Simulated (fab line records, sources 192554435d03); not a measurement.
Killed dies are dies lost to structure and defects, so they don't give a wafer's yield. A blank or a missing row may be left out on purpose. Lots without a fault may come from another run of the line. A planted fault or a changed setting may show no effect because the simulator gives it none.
Chamber matching | flow n5_finfet | N5_BEOL_M1_ILD_DEP_00 on pecvd-01: 3 sister chambers
The step deposits SiOC from DEMS/O2, target thk 79 nm, time 15.3 s. 24 wafers are shown with their chamber, then 12 later ones without.

WAFERS WITH THEIR CHAMBER
wafer  | chamber | throttle_valve_pct (%) | showerhead_plenum_p_Torr (Torr) | heater_power_w (W)
L074.1 | 1       | 12.0                   | 5.656                           | 477
L074.3 | 2       | 12.0                   | 5.693                           | 411
L074.5 | 2       | 11.9                   | 5.698                           | 427
L075.2 | 1       | 12.1                   | 5.666                           | 461
L075.4 | 1       | 12.2                   | 5.681                           | 464
L075.6 | 2       | 12.4                   | 5.722                           | 493
L077.1 | 1       | 11.8                   | 5.669                           | 390
L077.2 | 2       | 12.0                   | 5.711                           | 483
L077.3 | 0       | 11.0                   | 5.706                           | 440
L077.4 | 2       | 12.0                   | 5.690                           | 475
L077.5 | 1       | 12.0                   | 5.679                           | 407
L077.6 | 0       | 11.2                   | 5.718                           | 461
L080.1 | 2       | 12.2                   | 5.707                           | 518
L080.5 | 0       | 11.4                   | 5.699                           | 476
L080.6 | 2       | 12.2                   | 5.711                           | 508
L081.1 | 0       | 11.2                   | 5.706                           | 424
L081.5 | 0       | 11.2                   | 5.710                           | 427
L081.6 | 1       | 11.9                   | 5.674                           | 472
L083.1 | 1       | 12.5                   | 5.667                           | 467
L083.2 | 0       | 11.4                   | 5.717                           | 452
L083.5 | 2       | 12.0                   | 5.711                           | 464
L085.1 | 0       | 11.3                   | 5.705                           | 416
L085.2 | 2       | 12.0                   | 5.699                           | 469
L085.6 | 2       | 12.1                   | 5.702                           | 458

SIGNATURES (means of the wafers above)
reading                  | chamber 0 | chamber 1 | chamber 2 | scatter within a chamber
throttle_valve_pct       | 11.243    | 12.071    | 12.080    | 0.173
showerhead_plenum_p_Torr | 5.70871   | 5.67029   | 5.70440   | 0.00867
heater_power_w           | 442.29    | 448.29    | 470.60    | 30.9
Rule: a wafer's distance from a chamber is the root of the sum, over the readings, of the square of ((its reading less the chamber's mean) divided by the reading's scatter). The wafer belongs to the nearest chamber; if the next one is less than 2 further off, it can't be placed. The scatter: the root of (the sum of the squares of (reading less its chamber's mean) over the shown wafers, divided by (wafers less chambers)).

WAFERS WITHOUT THEIR CHAMBER
wafer  | throttle_valve_pct (%) | showerhead_plenum_p_Torr (Torr) | heater_power_w (W)
L087.1 | 12.3                   | 5.703                           | 510
L087.2 | 11.3                   | 5.727                           | 471
L087.3 | 12.0                   | 5.681                           | 430
L089.1 | 11.9                   | 5.673                           | 457
L089.2 | 11.3                   | 5.713                           | 431
L089.5 | 12.0                   | 5.668                           | 466
L090.2 | 12.0                   | 5.665                           | 400
L090.4 | 11.2                   | 5.723                           | 464
L090.6 | 12.0                   | 5.668                           | 406
L095.1 | 12.0                   | 5.683                           | 430
L095.3 | 11.9                   | 5.670                           | 435
L095.6 | 11.9                   | 5.665                           | 429

WHICH CHAMBER EACH WENT THROUGH
wafer  | from the rows above     | in truth
L087.1 | 2                       | 2
L087.2 | 0                       | 0
L087.3 | can't be placed: 1 or 2 | 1
L089.1 | 1                       | 1
L089.2 | 0                       | 0
L089.5 | 1                       | 1
L090.2 | 1                       | 1
L090.4 | 0                       | 0
L090.6 | 1                       | 1
L095.1 | can't be placed: 1 or 2 | 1
L095.3 | 1                       | 1
L095.6 | 1                       | 1
Placed correctly: 10 of 12. Can't be placed from these rows: 2 (the true chamber is among the candidates in 2). Placed wrongly: 0.
